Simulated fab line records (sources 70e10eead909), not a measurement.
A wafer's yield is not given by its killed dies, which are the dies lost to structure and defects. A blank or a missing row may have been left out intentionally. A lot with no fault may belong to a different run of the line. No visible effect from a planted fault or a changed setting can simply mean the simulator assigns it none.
Chamber matching ; flow nand_harc ; rie_diel-03 running NHARC_A_CONTACT_ETCH_48: 4 sister chambers
The step etches the open film in CF4, target depth 39 nm, time 65 s. 4 wafers are shown with their chamber, then 7 later ones without.

## WAFERS WITH THEIR CHAMBER
wafer;chamber;drypump_motor_current_A (A)
L862.5;2;6.3
L864.5;0;5.4
L865.2;1;5.8
L865.3;3;4.9

## WAFERS WHOSE CHAMBER IS MISSING
wafer;drypump_motor_current_A (A)
L865.5;5.8
L867.2;6.3
L867.5;6.3
L867.6;5.8
L875.1;5.8
L875.3;5.5
L877.3;5.5

## THE CHAMBER EACH PASSED THROUGH
wafer;from the rows above;in truth
L865.5;1;1
L867.2;2;2
L867.5;2;2
L867.6;1;1
L875.1;1;1
L875.3;0;0
L877.3;0;0
7 of 7 placed correctly. Left unplaced by these rows: 0. Placed wrongly: 0.
How it was worked out, from the rows above alone: a wafer's distance from a chamber is the root of the sum, over the readings, of the square of ((its reading less the chamber's mean) divided by the reading's scatter). The wafer belongs to the nearest chamber; if the next one is less than 2 further off, it can't be placed. The mean given for a chamber averages the wafers shown for that chamber. The scatter: root of mean squared gap, hidden wafer to nearest shown wafer, with one shown wafer a chamber.
